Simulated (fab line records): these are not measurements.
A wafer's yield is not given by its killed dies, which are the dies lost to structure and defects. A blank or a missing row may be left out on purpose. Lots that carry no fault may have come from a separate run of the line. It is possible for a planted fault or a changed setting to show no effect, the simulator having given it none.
Split-lot study	flow n5 finfet	21 wafers read from 7 lots, route of 1938 steps

== ABOUT THE SPLIT ==
At N5_BEOL_M6_ETCH_66 (etches SOC in N2/H2, target depth 80 nm, overetch 16 nm, time 120 s), the setting source w was moved away from the recipe's 840 W on 11 of the 21 wafers read, by -17.2% to +12.1%. All remaining wafers had this setting at the recipe value.

The reading comes from the split's own step.

== THE READING ==
rf vpp V, in V, at N5_BEOL_M6_ETCH_66 (etches SOC in N2/H2, target depth 80 nm, overetch 16 nm, time 120 s). On this fab line, fault-free wafers typically give 523.3 V with a standard deviation of 2.4 V.

wafer	tool, chamber at the split	source w as run, W	against the recipe	rf vpp V, V	against lot-mates on the recipe
L074.1	rie diel-04, 3	840	recipe	520.5	-
L074.3	rie diel-04, 0	840	recipe	522.9	-
L074.5	rie diel-04, 0	931.5	+10.9%	502.9	-18.8
L077.1	rie diel-06, 0	840	recipe	524.0	-
L077.2	rie diel-06, 3	941.3	+12.1%	501.5	-22.5
L077.4	rie diel-06, 1	941.3	+12.1%	510.1	-13.9
L076.1	rie diel-04, 1	695.3	-17.2%	558.8	+38.8
L076.4	rie diel-04, 0	840	recipe	520.0	-
L076.6	rie diel-04, 1	695.3	-17.2%	560.4	+40.4
L079.1	rie diel-04, 0	777.8	-7.4%	534.2	+11.8
L079.2	rie diel-04, 2	777.8	-7.4%	535.4	+13.0
L079.6	rie diel-04, 2	840	recipe	522.4	-
L083.1	rie diel-04, 1	755.8	-10.0%	543.6	+22.4
L083.2	rie diel-04, 3	755.8	-10.0%	539.0	+17.8
L083.5	rie diel-04, 0	840	recipe	521.2	-
L086.2	rie diel-06, 3	840	recipe	520.9	-
L086.3	rie diel-06, 1	840	recipe	527.2	-
L086.6	rie diel-06, 3	840	recipe	521.5	-
L087.1	rie diel-06, 0	737.5	-12.2%	548.3	+21.2
L087.3	rie diel-06, 1	737.5	-12.2%	551.2	+24.1
L087.6	rie diel-06, 1	840	recipe	527.1	-

FIT RESULTS
A straight line over all 21 wafers: rf vpp V changes by -1.88 V for each +1% of source w; r = -0.98; the points scatter about the line by 3.5 V.
The same after taking each lot's own level away (the mean of its wafers on the recipe; 21 wafers): -1.92 V for each +1%; r = -0.98; scatter 3.3 V.
Per that fit: largest source w move, reading shift of 33 V.
The span of the lots' own levels, 520.00 to 527.10 V, comes to 3.0 times the standard deviation stated above.
The two slopes are in agreement: the lot-to-lot level therefore moves the slope only a little.
Check: for one of the wafers moved furthest among these (-17.2%), held out of the fit, the line's prediction against its lot-mates is +32.9 V. Against them it came out at +38.8 V.
Tool readings at the split's step, against how far the setting was moved: rf vpp V r = -0.98.

== OTHER SPLITS APPLIED TO THESE WAFERS ==
Other splits were also applied to these wafers ahead of the reading. Each is held against what the fit with the lots' levels taken away leaves over:
other split on the same wafers	wafers away from the commonest value	r with rf vpp V (lot level and that fit taken away)
N5_BEOL_M5_EXPOSE_08 dose mj	5	-0.14
N5_BEOL_M5_TRENCH_ETCH_37 time s	4	+0.27
N5_BEOL_M5_ETCH_41 source w	10	-0.10
N5_BEOL_M6_COAT_22 spin rpm	5	-0.17

== THE FILE'S OWN FIT ==
rf vpp V changes by -1.94 V for each +1% of source w, r = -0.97.
